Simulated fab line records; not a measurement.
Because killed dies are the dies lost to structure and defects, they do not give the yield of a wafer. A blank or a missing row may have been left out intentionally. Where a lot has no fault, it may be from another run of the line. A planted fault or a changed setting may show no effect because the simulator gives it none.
The tool behind it: which one? ; flow n5Finfet ; 36 wafers from 12 lots sampled at 2 of the route's 1938 steps

WHAT THE GAUGES READ, wafer by wafer
N5_BEOL_M13_CD_MEAS_28 targets a cd of 209.5 nm. Usual: cdNm reads 209.6 nm (standard deviation 1.3).
lot;measured;on;cdNm (nm);flag
L178;day 10 10:17;cdSem-03;210.2 210.8 208.6;
L180;day 11 02:34;cdSem-03;208.6 209.5 207.4;
L179;day 11 02:50;cdSem-03;209.4 207.6 208.0;
L181;day 11 10:47;cdSem-01;209.1 208.3 209.7;
L182;day 11 12:22;cdSem-01;208.8 211.0 211.0;
L185;day 12 04:20;cdSem-01;211.2 209.8 212.3;
L184;day 12 12:25;cdSem-02;210.6 208.1 209.0;
L186;day 12 12:41;cdSem-02;210.3 208.3 208.6;
L190;day 13 15:57;cdSem-02;210.0 209.8 210.6;
L194;day 15 06:59;cdSem-02;209.7 210.3 212.2;
L196;day 15 07:21;cdSem-03;211.0 210.1 211.8;
L201;day 16 11:50;cdSem-03;210.2 209.7 210.2;

N5_BEOL_M13_OCD_MEAS_35. Usual: trenchDepthNm reads 412 nm (standard deviation 6.7).
lot;measured;on;trenchDepthNm (nm);flag
L178;day 10 11:16;ocd-01;412 415 417;
L180;day 11 03:22;ocd-02;412 415 410;
L179;day 11 03:30;ocd-01;419 421 417;
L181;day 11 11:26;ocd-01;408 417 416;
L182;day 11 13:23;ocd-02;410 412 403;
L185;day 12 05:00;ocd-02;403 398 404;
L184;day 12 13:10;ocd-02;410 415 413;
L186;day 12 15:03;ocd-02;407 411 414;
L190;day 13 16:37;ocd-02;417 415 412;
L194;day 15 07:39;ocd-02;420 395 410;
L196;day 15 08:07;ocd-02;418 409 411;
L201;day 16 12:30;ocd-01;414 419 404;

WHICH TOOL RAN EACH LOT (tool, then ch and the chambers of the sampled wafers, then the start)
There is no process step in the record ahead of these readings.

WHAT THE TOOLS THEMSELVES READ (means of the sampled wafers that have a number; where no wafer has one, the mark that the record gives instead)
The record holds no such reading with a usual standard deviation.

THE ANSWER, worked out from the rows above alone
Rule: lot off if the mean of its wafers having a number is beyond 3 standard deviations from the usual mean. A lot without any number at a reading at which 4 lots or more have one is off too. All remaining lots with rows at the step are treated as sound. After the gauges, taken in route order, come the tools' own readings; for these a lot's mean is taken, as printed above. At the first step where some lot is off, the reading lying furthest off is the one used; lots without a number count as furthest.
None of the lots is off at any reading shown; this tells nothing.

WHAT THE SIMULATOR PUT IN
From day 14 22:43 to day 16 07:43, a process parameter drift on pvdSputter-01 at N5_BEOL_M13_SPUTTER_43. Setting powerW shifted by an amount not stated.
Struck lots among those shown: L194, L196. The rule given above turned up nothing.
